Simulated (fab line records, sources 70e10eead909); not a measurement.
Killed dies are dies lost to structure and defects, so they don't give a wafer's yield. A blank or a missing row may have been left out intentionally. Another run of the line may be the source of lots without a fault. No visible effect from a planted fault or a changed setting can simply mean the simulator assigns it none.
Struck lot and sound lot, side by side || flow nandHarc || 14 out of 1159 route steps
Sound: these wafers, L828.2, L828.5, L828.6. Struck: wafers L831.2, L831.3, L831.4. The cause comes at the end.
Order at every step that has rows: each side's tool, ch and its chambers, its first start. Under that, the readings that differ: sound wafers || struck wafers || difference of the means || sigmas: that difference in standard deviations of wafers without a fault.
alike: same words and numbers on both sides, and readings whose means sit less than 2 such deviations apart. not compared: any withheld reading, any reading some wafer has no value for, any bound like >300 that may hide the same value, and any number with overlapping values for which the record gives no deviation.
The two part at a step that has a row with sigmas, a row that says differs or no value, or rows on one side only. Non-overlapping numbers with no deviation appear without sigmas and do not part them. Lack of a reading on every wafer of one side parts them only where that side has two or more wafers.

first, 2 steps without rows for these wafers: NHARC_A_CONTACT_PEB_67 (peb time 65 s); NHARC_A_CONTACT_DEVELOP_68 (develop time 35 s).
NHARC_A_CONTACT_CD_MEAS_69: target cd 200 nm.
  sound on cdSem-02 ch 0, day 18 14:34; struck on cdSem-01 ch 0, day 20 10:07
  alike: cdNm
NHARC_A_CONTACT_OVL_MEAS_70:
  sound on overlay-01, day 18 14:38; struck on overlay-01, day 20 10:12
  alike: overlayXNm, overlayYNm
NHARC_A_CONTACT_INSPECT_71:
  sound on defectInspect-02, day 18 14:41; struck on defectInspect-01, day 20 10:14
{"reading": "rawDefectCount", "sound": "29 43 29", "struck": "11 7 11", "difference": -24, "sigmas": -2}
then, 2 steps without rows for these wafers: NHARC_A_CONTACT_DESCUM_74 (chemistry O2, time 3 s); NHARC_A_CONTACT_ETCH_75 (etches the open film in CF4, target depth 39 nm, time 65 s).
NHARC_A_CONTACT_ETCH_76: etches the open film in N2/H2, target depth 260 nm, time 475.3 s.
  sound on rieDiel-05 ch 1,2,3; struck on rieDiel-13 ch 0,2,3
  alike: biasW, chamberPressureMTorr, drypumpMotorCurrentA, oesProductAu, rfVppV, showerheadPlenumPTorr, throttleValvePct
  not compared: rfHoursCounterH
NHARC_A_CONTACT_ETCH_77: etches the open film in CF4/CHF3, target depth 72.6 nm, time 36.3 s.
  sound on rieDiel-05 ch 0,1,2; struck on rieDiel-13 ch 0,2,3
  alike: biasW, cf4FlowSccm, chamberPressureMTorr, drypumpMotorCurrentA, oesProductAu, rfVppV, showerheadPlenumPTorr, throttleValvePct
  not compared: rfHoursCounterH
NHARC_A_CONTACT_ETCH_78: etches the open film in O2/COS, target depth 2800 nm, time 728 s.
  sound on rieDiel-05 ch 2,3; struck on rieDiel-13 ch 0,1,2
  alike: biasW, chamberPressureMTorr, drypumpMotorCurrentA, oesProductAu, rfVppV, showerheadPlenumPTorr, throttleValvePct
  not compared: rfHoursCounterH
NHARC_A_CONTACT_ETCH_124: etches the open film in C4F8/O2/Ar, time 140 s, target depth 700 nm.
  sound on harCapEtch-02 ch 0,1, day 18 16:19; struck on harCapEtch-03 ch 0,1, day 20 11:43
  alike: chamberPressureMTorr, oesAirLineAu
  not compared: rfHoursCounterH
then, 1 step without rows for these wafers: NHARC_A_CONTACT_ETCH_125 (etches the open film in C4F8/O2/Ar, time 155 s, target depth 956 nm).
NHARC_A_CONTACT_ETCH_126: etches the open film in C4F8/O2/Ar, time 155 s, target depth 956 nm.
  sound on harCapEtch-02 ch 0,1, day 18 16:39; struck on harCapEtch-03 ch 0,1, day 20 12:03
  no value came back on the struck wafers for chamberPressureMTorr (mTorr), oesAirLineAu (a.u.), timeS (s); on the sound wafers chamberPressureMTorr (mTorr) reads 19.994 20.001 19.990
  not compared: rfHoursCounterH
NHARC_A_CONTACT_ETCH_127: etches the open film in C4F8/O2/Ar, time 155 s, target depth 956 nm.
  sound on harCapEtch-02 ch 0,1, day 18 16:47; struck on harCapEtch-03 ch 0,1, day 20 12:11
  alike: chamberPressureMTorr, oesAirLineAu
  not compared: rfHoursCounterH

## WHERE THEY PART
Earliest at NHARC_A_CONTACT_INSPECT_71; latest, in this record, at NHARC_A_CONTACT_ETCH_126. Later steps at which nothing parts them and some readings are alike: NHARC_A_CONTACT_ETCH_127.

WHY: what had been put in by the simulator
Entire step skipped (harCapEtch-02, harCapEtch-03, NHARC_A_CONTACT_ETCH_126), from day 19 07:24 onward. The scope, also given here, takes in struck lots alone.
